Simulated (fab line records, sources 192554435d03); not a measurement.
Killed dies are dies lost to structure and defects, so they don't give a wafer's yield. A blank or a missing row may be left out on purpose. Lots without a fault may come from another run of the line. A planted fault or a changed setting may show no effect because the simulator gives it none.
Split-lot experiment | flow n5_finfet | 7 lots, 21 wafers read, on a route of 1938 steps

THE SPLIT
At N5_SD_EPI_P_DESCUM_14 (chemistry O2, time 7.9 s), the setting time_s was moved away from the recipe's 7.9 s on 5 of the 21 wafers read, by -20.2% to +22.0%. The other wafers ran this setting at the recipe's value.

The reading is taken at the split's own step.

THE READING
CAR-ArF-block_of_SD_EPI_P_COAT_03.thk_nm (the simulator's own value, which no gauge read), in nm, at N5_SD_EPI_P_DESCUM_14 (chemistry O2, time 7.9 s). The file gives no usual value for it. The 16 wafers here that ran the recipe average 143.9 nm, standard deviation 0.34 nm.

wafer  | tool, chamber at the split | time_s as run, s | against the recipe | CAR-ArF-block_of_SD_EPI_P_COAT_03.thk_nm, nm | against lot-mates on the recipe
L080.1 | rie_diel-05, 3             | 7.9              | recipe             | 144.6                                        | -
L080.2 | rie_diel-05, 1             | 7.9              | recipe             | 144.2                                        | -
L080.5 | rie_diel-05, 0             | 7.9              | recipe             | 143.8                                        | -
L087.1 | rie_diel-03, 1             | 9.64             | +22.0%             | 143                                          | -1.0
L087.2 | rie_diel-03, 0             | 7.9              | recipe             | 144.2                                        | -
L087.4 | rie_diel-03, 2             | 7.9              | recipe             | 143.8                                        | -
L090.1 | rie_diel-03, 3             | 6.307            | -20.2%             | 144.6                                        | +1.0
L090.5 | rie_diel-03, 0             | 7.9              | recipe             | 143.6                                        | -
L090.6 | rie_diel-03, 1             | 6.307            | -20.2%             | 144.4                                        | +0.8
L091.1 | rie_diel-04, 1             | 6.389            | -19.1%             | 145.6                                        | +1.2
L091.5 | rie_diel-04, 1             | 6.389            | -19.1%             | 145.4                                        | +1.0
L091.6 | rie_diel-04, 2             | 7.9              | recipe             | 144.4                                        | -
L093.1 | rie_diel-04, 1             | 7.9              | recipe             | 143.6                                        | -
L093.2 | rie_diel-04, 0             | 7.9              | recipe             | 143.6                                        | -
L093.5 | rie_diel-04, 0             | 7.9              | recipe             | 144                                          | -
L095.1 | rie_diel-03, 0             | 7.9              | recipe             | 144                                          | -
L095.3 | rie_diel-03, 1             | 7.9              | recipe             | 143.6                                        | -
L095.6 | rie_diel-03, 2             | 7.9              | recipe             | 144                                          | -
L096.1 | rie_diel-05, 1             | 7.9              | recipe             | 143.6                                        | -
L096.3 | rie_diel-05, 3             | 7.9              | recipe             | 143.4                                        | -
L096.6 | rie_diel-05, 0             | 7.9              | recipe             | 143.4                                        | -

THE FIT
A straight line over all 21 wafers: CAR-ArF-block_of_SD_EPI_P_COAT_03.thk_nm changes by -0.0519 nm for each +1% of time_s; r = -0.78; the points scatter about the line by 0.41 nm.
The same after taking each lot's own level away (the mean of its wafers on the recipe; 21 wafers): -0.0492 nm for each +1%; r = -0.93; scatter 0.2 nm.
On that fit, the largest move of time_s shifts the reading by 1.1 nm.
The lots' own levels span 143.47 to 144.40 nm, that is 2.7 times the standard deviation above.
So the lot-to-lot level blurs the effect unless lot-mates are compared.
Check: with one of the wafers moved furthest among these (+22.0%) left out of the fit, the line predicts -1.12 nm for it against its lot-mates. It came out at -1 nm against them.

OTHER SPLITS ON THESE WAFERS
These wafers also went through other splits before the reading. Each is held against what the fit with the lots' levels taken away leaves over:
other split on the same wafers            | wafers away from the commonest value | r with CAR-ArF-block_of_SD_EPI_P_COAT_03.thk_nm (lot level and that fit taken away)
N5_PMOS_HMC_CHANNEL_EPI_PEB_07 peb_temp_c | 9                                    | +0.02
N5_PMOS_HMC_CHANNEL_EPI_ETCH_32 bias_w    | 8                                    | -0.05
N5_FIN_SAQP_ETCH_34 source_w              | 9                                    | +0.16
N5_FIN_SAQP_FIN_ETCH_36 icp_w             | 7                                    | -0.07
N5_FIN_CUT_ETCH_21 time_s                 | 9                                    | +0.14
N5_DUMMY_GATE_PECVD_30 time_s             | 7                                    | -0.06
N5_SD_EPI_P_EXPOSE_06 dose_mj             | 9                                    | +0.28

THE FILE'S OWN FIT
CAR-ArF-block_of_SD_EPI_P_COAT_03.thk_nm changes by -0.0487 nm for each +1% of time_s, r = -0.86.
